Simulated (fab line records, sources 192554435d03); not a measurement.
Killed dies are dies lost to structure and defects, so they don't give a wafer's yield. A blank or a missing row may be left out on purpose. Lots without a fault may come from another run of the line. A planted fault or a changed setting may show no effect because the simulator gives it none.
Chamber matching | flow n5_finfet | N5_BEOL_M3_ETCH_70 on rie_diel-01: 4 sister chambers
The step etches SOC in N2/H2, target depth 80 nm, overetch 16 nm, time 120 s. 18 wafers are shown with their chamber, then 9 later ones without.

WAFERS WITH THEIR CHAMBER
wafer  | chamber | showerhead_plenum_p_Torr (Torr) | drypump_motor_current_A (A) | throttle_valve_pct (%)
L076.2 | 0       | 2.57                            | 6.4                         | 17.6
L076.5 | 2       | 2.61                            | 5.7                         | 17.7
L076.6 | 3       | 2.48                            | 5.4                         | 17.7
L085.3 | 1       | 2.70                            | 5.7                         | 17.3
L085.4 | 3       | 2.48                            | 5.3                         | 17.2
L085.5 | 3       | 2.48                            | 5.4                         | 17.2
L087.1 | 2       | 2.60                            | 5.7                         | 17.8
L087.2 | 3       | 2.48                            | 5.4                         | 17.2
L087.3 | 0       | 2.55                            | 6.5                         | 17.6
L089.1 | 0       | 2.55                            | 6.4                         | 17.6
L089.2 | 3       | 2.48                            | 5.4                         | 17.2
L089.3 | 2       | 2.60                            | 5.7                         | 17.8
L088.1 | 2       | 2.60                            | 5.7                         | 17.8
L088.4 | 1       | 2.69                            | 5.8                         | 17.3
L088.6 | 0       | 2.55                            | 6.5                         | 17.6
L090.3 | 3       | 2.48                            | 5.3                         | 17.2
L090.4 | 2       | 2.60                            | 5.7                         | 17.8
L090.6 | 3       | 2.48                            | 5.4                         | 17.2

SIGNATURES (means of the wafers above)
reading                  | chamber 0 | chamber 1 | chamber 2 | chamber 3 | scatter within a chamber
showerhead_plenum_p_Torr | 2.5550    | 2.6950    | 2.6020    | 2.4800    | 0.00554
drypump_motor_current_A  | 6.450     | 5.750     | 5.700     | 5.371     | 0.0457
throttle_valve_pct       | 17.600    | 17.300    | 17.780    | 17.271    | 0.126
Rule: a wafer's distance from a chamber is the root of the sum, over the readings, of the square of ((its reading less the chamber's mean) divided by the reading's scatter). The wafer belongs to the nearest chamber; if the next one is less than 2 further off, it can't be placed. The scatter: the root of (the sum of the squares of (reading less its chamber's mean) over the shown wafers, divided by (wafers less chambers)).

WAFERS WITHOUT THEIR CHAMBER
wafer  | showerhead_plenum_p_Torr (Torr) | drypump_motor_current_A (A) | throttle_valve_pct (%)
L091.2 | 2.68                            | 5.7                         | 17.4
L091.4 | 2.55                            | 6.5                         | 17.6
L091.6 | 2.68                            | 5.7                         | 17.4
L094.2 | 2.55                            | 6.4                         | 17.6
L094.3 | 2.68                            | 5.7                         | 17.4
L094.6 | 2.47                            | 5.3                         | 17.2
L092.4 | 2.68                            | 5.7                         | 17.4
L092.5 | 2.47                            | 5.4                         | 17.2
L092.6 | 2.60                            | 5.7                         | 17.8

WHICH CHAMBER EACH WENT THROUGH
wafer  | from the rows above | in truth
L091.2 | 1                   | 1
L091.4 | 0                   | 0
L091.6 | 1                   | 1
L094.2 | 0                   | 0
L094.3 | 1                   | 1
L094.6 | 3                   | 3
L092.4 | 1                   | 1
L092.5 | 3                   | 3
L092.6 | 2                   | 2
Placed correctly: 9 of 9. Can't be placed from these rows: 0. Placed wrongly: 0.
